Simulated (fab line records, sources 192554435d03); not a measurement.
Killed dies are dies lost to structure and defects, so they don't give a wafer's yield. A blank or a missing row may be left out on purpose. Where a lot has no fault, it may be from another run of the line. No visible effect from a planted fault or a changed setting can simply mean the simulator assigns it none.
Split-lot trial    flow n5-finfet    route with 1938 steps; 7 lots, 21 wafers read

== ABOUT THE SPLIT ==
At N5_BEOL_M3_ALD_98 (deposits SiO2, target thk 2.5 nm, pulse time 1 s, co reactant pulse time 1 s), the setting ald-cycles was moved away from the recipe's 17 on 4 of the 21 wafers read, by -11.8% to +11.8%. For the rest of the wafers, this setting stayed at what the recipe calls for.

The reading comes from the split's own step.

== THE READING ==
SiO2_of_BEOL_M3_ALD_98.thk-nm (the simulator's own value, which no gauge read), in nm, at N5_BEOL_M3_ALD_98 (deposits SiO2, target thk 2.5 nm, pulse time 1 s, co reactant pulse time 1 s). There is no usual value for it anywhere in the file. Here, 17 wafers ran the recipe; their average is 2.5 nm with a standard deviation of 0.1 nm.

wafer   tool, chamber at the split  ald-cycles as run  against the recipe  SiO2_of_BEOL_M3_ALD_98.thk-nm, nm  against lot-mates on the recipe
L075.1  ald-sin-04, 2,1             17                 recipe              2.4                                -
L075.4  ald-sin-04, 2,1             17                 recipe              2.4                                -
L075.2  ald-sin-04, 0               17                 recipe              2.6                                -
L086.2  ald-sin-01, 2               17                 recipe              2.4                                -
L086.3  ald-sin-01, 0,3             17                 recipe              2.6                                -
L086.4  ald-sin-01, 0,3             17                 recipe              2.6                                -
L087.2  ald-sin-04, 2,3             17                 recipe              2.6                                -
L087.4  ald-sin-04, 2,3             17                 recipe              2.6                                -
L087.5  ald-sin-04, 1               17                 recipe              2.4                                -
L090.1  ald-sin-03, 3               17                 recipe              2.4                                -
L090.3  ald-sin-03, 2,1             19                 +11.8%              2.8                                +0.4
L090.4  ald-sin-03, 2,1             19                 +11.8%              2.8                                +0.4
L092.2  ald-sin-01, 0,1,0           17                 recipe              2.6                                -
L092.3  ald-sin-01, 0,1,0           17                 recipe              2.6                                -
L092.5  ald-sin-01, 0,1,0           17                 recipe              2.6                                -
L091.1  ald-sin-03, 1               17                 recipe              2.6                                -
L091.3  ald-sin-03, 2,0             15                 -11.8%              2.2                                -0.4
L091.5  ald-sin-03, 2,0             15                 -11.8%              2.2                                -0.4
L093.1  ald-sin-03, 3,1,3           17                 recipe              2.4                                -
L093.4  ald-sin-03, 3,1,3           17                 recipe              2.4                                -
L093.5  ald-sin-03, 3,1,3           17                 recipe              2.4                                -
The file does not say which wafer passed through which chamber wherever a row lists several chambers: such a row stands for several wafers.

THE FIT
A straight line over all 21 wafers: SiO2_of_BEOL_M3_ALD_98.thk-nm changes by +0.0255 nm for each +1% of ald-cycles; r = +0.82; the points scatter about the line by 0.094 nm.
The same after taking each lot's own level away (the mean of its wafers on the recipe; 21 wafers): +0.034 nm for each +1%; r = +0.94; scatter 0.065 nm.
On that fit, the largest move of ald-cycles shifts the reading by 0.4 nm.
The lots' own levels span 2.40 to 2.60 nm, that is 2.0 times the standard deviation above.
Hence the slope depends on the lot-to-lot level, as the two fits are not the same.
Check: +0.4 nm against its lot-mates is what the line predicts for one of the wafers moved furthest among these (+11.8%) when that wafer is left out of the fit. It came out at +0.4 nm against them.

== THE FILE'S OWN FIT ==
SiO2_of_BEOL_M3_ALD_98.thk-nm changes by +0.034 nm for each +1% of ald-cycles, r = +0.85.
